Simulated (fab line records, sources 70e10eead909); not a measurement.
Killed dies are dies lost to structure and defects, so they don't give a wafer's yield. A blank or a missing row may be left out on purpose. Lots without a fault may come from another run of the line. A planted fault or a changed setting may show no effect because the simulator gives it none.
Chamber matching | flow nand_harc | NHARC_A_STAIRCASE_ETCH_169 on rie_diel-08: 4 sister chambers
The step etches the open film in CH3F/O2, target depth 50 nm, time 107.1 s. 4 wafers are shown with their chamber, then 11 later ones without.

WAFERS WITH THEIR CHAMBER
wafer  | chamber | showerhead_plenum_p_Torr (Torr)
L084.6 | 1       | 2.39
L091.5 | 3       | 2.62
L091.6 | 2       | 2.47
L089.3 | 0       | 2.64

WAFERS WITHOUT THEIR CHAMBER
wafer  | showerhead_plenum_p_Torr (Torr)
L089.5 | 2.39
L089.6 | 2.64
L090.1 | 2.47
L090.2 | 2.39
L090.3 | 2.62
L093.2 | 2.63
L093.4 | 2.61
L093.6 | 2.46
L097.1 | 2.46
L097.2 | 2.63
L097.5 | 2.38

WHICH CHAMBER EACH WENT THROUGH
wafer  | from the rows above     | in truth
L089.5 | 1                       | 1
L089.6 | 0                       | 0
L090.1 | 2                       | 2
L090.2 | 1                       | 1
L090.3 | 3                       | 3
L093.2 | can't be placed: 3 or 0 | 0
L093.4 | 3                       | 3
L093.6 | 2                       | 2
L097.1 | 2                       | 2
L097.2 | can't be placed: 3 or 0 | 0
L097.5 | 1                       | 1
Placed correctly: 9 of 11. Can't be placed from these rows: 2 (the true chamber is among the candidates in 2). Placed wrongly: 0.
How it was worked out, from the rows above alone: a wafer's distance from a chamber is the root of the sum, over the readings, of the square of ((its reading less the chamber's mean) divided by the reading's scatter). The wafer belongs to the nearest chamber; if the next one is less than 2 further off, it can't be placed. A chamber's mean is the mean of its shown wafers. The scatter: with one shown wafer a chamber, the root of the mean of the squares of how far each hidden wafer lies from its nearest shown one.
